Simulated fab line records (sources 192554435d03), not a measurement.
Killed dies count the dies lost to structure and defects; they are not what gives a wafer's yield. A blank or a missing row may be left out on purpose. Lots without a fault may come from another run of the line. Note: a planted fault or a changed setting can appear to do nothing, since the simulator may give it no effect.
Matching of chambers -- flow n5 finfet -- N5_BEOL_M2_CO_CAP_55 on cvd co-02 has 3 sister chambers
The step material Co, precursor CCTBA/H2, target thk 2 nm, time 102.1 s. 6 wafers are shown with their chamber, then 12 later ones without.

## WAFERS WITH THEIR CHAMBER
wafer,chamber,heater power w (W)
L083.1,1,226
L083.3,0,216
L083.5,2,251
L085.3,2,255
L085.5,0,216
L085.6,1,227

## WAFERS WITHOUT THEIR CHAMBER
wafer,heater power w (W)
L086.1,221
L086.3,251
L086.4,222
L087.3,231
L087.4,219
L087.5,230
L089.2,230
L089.4,256
L089.5,218
L094.3,250
L094.5,229
L094.6,249

## WHICH CHAMBER EACH ONE RAN IN
wafer,from the rows above,in truth
L086.1,can't be placed: 0 or 1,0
L086.3,2,2
L086.4,can't be placed: 1 or 0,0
L087.3,1,1
L087.4,0,0
L087.5,1,1
L089.2,1,1
L089.4,2,2
L089.5,0,0
L094.3,2,2
L094.5,1,1
L094.6,2,2
Correct placement for 10 of the 12. From these rows, 2 cannot be placed; in 2 the true chamber is one of the candidates. Placed wrongly: 0.
How it was worked out, from the rows above alone: a wafer's distance from a chamber is the root of the sum, over the readings, of the square of ((its reading less the chamber's mean) divided by the reading's scatter). If the next closest chamber is less than 2 further off than the closest, the wafer can't be placed; otherwise it belongs to the closest. Each chamber's mean is taken over the wafers shown for it. The scatter: take each reading less its chamber's mean, square it, sum over the shown wafers, divide by the number of wafers less the number of chambers, and take the root.
